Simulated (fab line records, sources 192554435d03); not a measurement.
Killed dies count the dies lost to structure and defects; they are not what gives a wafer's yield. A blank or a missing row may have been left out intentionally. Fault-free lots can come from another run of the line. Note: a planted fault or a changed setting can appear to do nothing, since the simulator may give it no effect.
Chamber matching / flow n5Finfet / N5_BEOL_M5_ETCH_68 on rieDiel-06: 4 sister chambers
The step etches SOC in N2/H2, target depth 80 nm, overetch 16 nm, time 120 s. 18 wafers are shown with their chamber, then 9 later ones without.

EACH WAFER AND ITS CHAMBER
wafer=L075.1; chamber=3; drypumpMotorCurrentA (A)=5.9; showerheadPlenumPTorr (Torr)=2.47; throttleValvePct (%)=17.52
wafer=L075.3; chamber=2; drypumpMotorCurrentA (A)=5.7; showerheadPlenumPTorr (Torr)=2.52; throttleValvePct (%)=17.67
wafer=L075.6; chamber=1; drypumpMotorCurrentA (A)=6.6; showerheadPlenumPTorr (Torr)=2.69; throttleValvePct (%)=17.80
wafer=L076.1; chamber=2; drypumpMotorCurrentA (A)=5.7; showerheadPlenumPTorr (Torr)=2.52; throttleValvePct (%)=17.68
wafer=L076.3; chamber=1; drypumpMotorCurrentA (A)=6.6; showerheadPlenumPTorr (Torr)=2.69; throttleValvePct (%)=17.79
wafer=L076.5; chamber=0; drypumpMotorCurrentA (A)=5.8; showerheadPlenumPTorr (Torr)=2.49; throttleValvePct (%)=17.41
wafer=L078.1; chamber=3; drypumpMotorCurrentA (A)=5.9; showerheadPlenumPTorr (Torr)=2.47; throttleValvePct (%)=17.55
wafer=L078.3; chamber=1; drypumpMotorCurrentA (A)=6.6; showerheadPlenumPTorr (Torr)=2.68; throttleValvePct (%)=17.80
wafer=L078.5; chamber=1; drypumpMotorCurrentA (A)=6.6; showerheadPlenumPTorr (Torr)=2.68; throttleValvePct (%)=17.79
wafer=L082.2; chamber=1; drypumpMotorCurrentA (A)=6.6; showerheadPlenumPTorr (Torr)=2.68; throttleValvePct (%)=17.81
wafer=L082.3; chamber=3; drypumpMotorCurrentA (A)=5.9; showerheadPlenumPTorr (Torr)=2.47; throttleValvePct (%)=17.57
wafer=L082.6; chamber=3; drypumpMotorCurrentA (A)=5.9; showerheadPlenumPTorr (Torr)=2.47; throttleValvePct (%)=17.56
wafer=L083.3; chamber=2; drypumpMotorCurrentA (A)=5.6; showerheadPlenumPTorr (Torr)=2.51; throttleValvePct (%)=17.70
wafer=L083.4; chamber=1; drypumpMotorCurrentA (A)=6.6; showerheadPlenumPTorr (Torr)=2.68; throttleValvePct (%)=17.81
wafer=L083.5; chamber=2; drypumpMotorCurrentA (A)=5.6; showerheadPlenumPTorr (Torr)=2.51; throttleValvePct (%)=17.69
wafer=L085.2; chamber=2; drypumpMotorCurrentA (A)=5.6; showerheadPlenumPTorr (Torr)=2.51; throttleValvePct (%)=17.70
wafer=L085.4; chamber=3; drypumpMotorCurrentA (A)=5.9; showerheadPlenumPTorr (Torr)=2.46; throttleValvePct (%)=17.57
wafer=L085.5; chamber=0; drypumpMotorCurrentA (A)=5.8; showerheadPlenumPTorr (Torr)=2.48; throttleValvePct (%)=17.46

SIGNATURES, as means of the wafers listed above
reading=drypumpMotorCurrentA; chamber 0=5.800; chamber 1=6.600; chamber 2=5.640; chamber 3=5.900; scatter within a chamber=0.0293
reading=showerheadPlenumPTorr; chamber 0=2.4850; chamber 1=2.6833; chamber 2=2.5140; chamber 3=2.4680; scatter within a chamber=0.00523
reading=throttleValvePct; chamber 0=17.4350; chamber 1=17.8000; chamber 2=17.6880; chamber 3=17.5540; scatter within a chamber=0.017
Rule: a wafer lies at a distance from a chamber equal to the root of the sum of squares, over the readings, of (its reading less the chamber's mean, divided by the reading's scatter). If the next closest chamber is less than 2 further off than the closest, the wafer can't be placed; otherwise it belongs to the closest. The scatter: the root of (the sum of the squares of (reading less its chamber's mean) over the shown wafers, divided by (wafers less chambers)).

WAFERS WITH NO CHAMBER GIVEN
wafer=L087.1; drypumpMotorCurrentA (A)=6.6; showerheadPlenumPTorr (Torr)=2.68; throttleValvePct (%)=17.80
wafer=L087.2; drypumpMotorCurrentA (A)=5.9; showerheadPlenumPTorr (Torr)=2.46; throttleValvePct (%)=17.59
wafer=L087.3; drypumpMotorCurrentA (A)=5.7; showerheadPlenumPTorr (Torr)=2.51; throttleValvePct (%)=17.70
wafer=L097.2; drypumpMotorCurrentA (A)=5.9; showerheadPlenumPTorr (Torr)=2.46; throttleValvePct (%)=17.60
wafer=L097.3; drypumpMotorCurrentA (A)=5.8; showerheadPlenumPTorr (Torr)=2.47; throttleValvePct (%)=17.48
wafer=L097.6; drypumpMotorCurrentA (A)=5.9; showerheadPlenumPTorr (Torr)=2.46; throttleValvePct (%)=17.59
wafer=L094.1; drypumpMotorCurrentA (A)=5.9; showerheadPlenumPTorr (Torr)=2.46; throttleValvePct (%)=17.61
wafer=L094.4; drypumpMotorCurrentA (A)=5.8; showerheadPlenumPTorr (Torr)=2.47; throttleValvePct (%)=17.48
wafer=L094.6; drypumpMotorCurrentA (A)=5.9; showerheadPlenumPTorr (Torr)=2.46; throttleValvePct (%)=17.59

EACH ONE'S CHAMBER
wafer=L087.1; from the rows above=1; in truth=1
wafer=L087.2; from the rows above=3; in truth=3
wafer=L087.3; from the rows above=2; in truth=2
wafer=L097.2; from the rows above=3; in truth=3
wafer=L097.3; from the rows above=can't be placed: 0 or 3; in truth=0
wafer=L097.6; from the rows above=3; in truth=3
wafer=L094.1; from the rows above=3; in truth=3
wafer=L094.4; from the rows above=can't be placed: 0 or 3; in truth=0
wafer=L094.6; from the rows above=3; in truth=3
7 of 9 placed correctly. Not placeable from these rows: 2 (in 2, the candidates include the true chamber). Wrongly placed: 0.
